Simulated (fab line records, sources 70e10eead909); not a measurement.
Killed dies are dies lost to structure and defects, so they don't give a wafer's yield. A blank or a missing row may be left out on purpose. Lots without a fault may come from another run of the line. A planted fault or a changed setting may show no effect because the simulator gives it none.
Chamber matching | flow nand_harc | NHARC_A_STAIRCASE_CMP_450 on cmp-01: 4 sister chambers
The step polishes SiO2, target thk 200 nm. 18 wafers are shown with their chamber, then 9 later ones without.

WAFERS WITH THEIR CHAMBER
wafer  | chamber | motor_current_A (A) | slurry_filter_dp_kPa (kPa)
L076.2 | 0       | 11.5                | 13.53
L076.4 | 2       | 10.8                | 13.60
L076.5 | 1       | 11.1                | 13.51
L078.3 | 2       | 11.6                | 13.55
L078.4 | 1       | 11.7                | 13.60
L078.6 | 0       | 11.5                | 13.43
L079.2 | 3       | 12.9                | 13.50
L079.4 | 1       | 11.4                | 13.46
L079.6 | 1       | 11.5                | 13.52
L085.2 | 0       | 10.9                | 13.58
L085.5 | 1       | 11.6                | 13.57
L085.6 | 0       | 11.4                | 13.18
L086.3 | 1       | 12.0                | 13.67
L086.4 | 2       | 11.2                | 13.48
L086.5 | 1       | 12.0                | 13.43
L089.2 | 3       | 12.7                | 13.65
L089.4 | 2       | 11.3                | 13.37
L089.6 | 1       | 11.5                | 13.48

SIGNATURES (means of the wafers above)
reading              | chamber 0 | chamber 1 | chamber 2 | chamber 3 | scatter within a chamber
motor_current_A      | 11.325    | 11.600    | 11.225    | 12.800    | 0.297
slurry_filter_dp_kPa | 13.4300   | 13.5300   | 13.5000   | 13.5750   | 0.113
Rule: a wafer's distance from a chamber is the root of the sum, over the readings, of the square of ((its reading less the chamber's mean) divided by the reading's scatter). The wafer belongs to the nearest chamber; if the next one is less than 2 further off, it can't be placed. The scatter: the root of (the sum of the squares of (reading less its chamber's mean) over the shown wafers, divided by (wafers less chambers)).

WAFERS WITHOUT THEIR CHAMBER
wafer  | motor_current_A (A) | slurry_filter_dp_kPa (kPa)
L092.1 | 11.3                | 13.42
L092.3 | 11.0                | 13.50
L092.6 | 11.6                | 13.44
L095.1 | 12.1                | 13.37
L095.3 | 11.7                | 13.63
L095.6 | 13.1                | 13.45
L097.1 | 13.7                | 13.23
L097.3 | 11.6                | 13.65
L097.5 | 11.3                | 13.51

WHICH CHAMBER EACH WENT THROUGH
wafer  | from the rows above               | in truth
L092.1 | can't be placed: 0 or 2 or 1      | 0
L092.3 | can't be placed: 2 or 0 or 1      | 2
L092.6 | can't be placed: 1 or 0 or 2      | 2
L095.1 | can't be placed: 1 or 0 or 3 or 2 | 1
L095.3 | can't be placed: 1 or 2 or 0      | 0
L095.6 | 3                                 | 3
L097.1 | 3                                 | 3
L097.3 | can't be placed: 1 or 2 or 0      | 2
L097.5 | can't be placed: 2 or 0 or 1      | 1
Placed correctly: 2 of 9. Can't be placed from these rows: 7 (the true chamber is among the candidates in 7). Placed wrongly: 0.
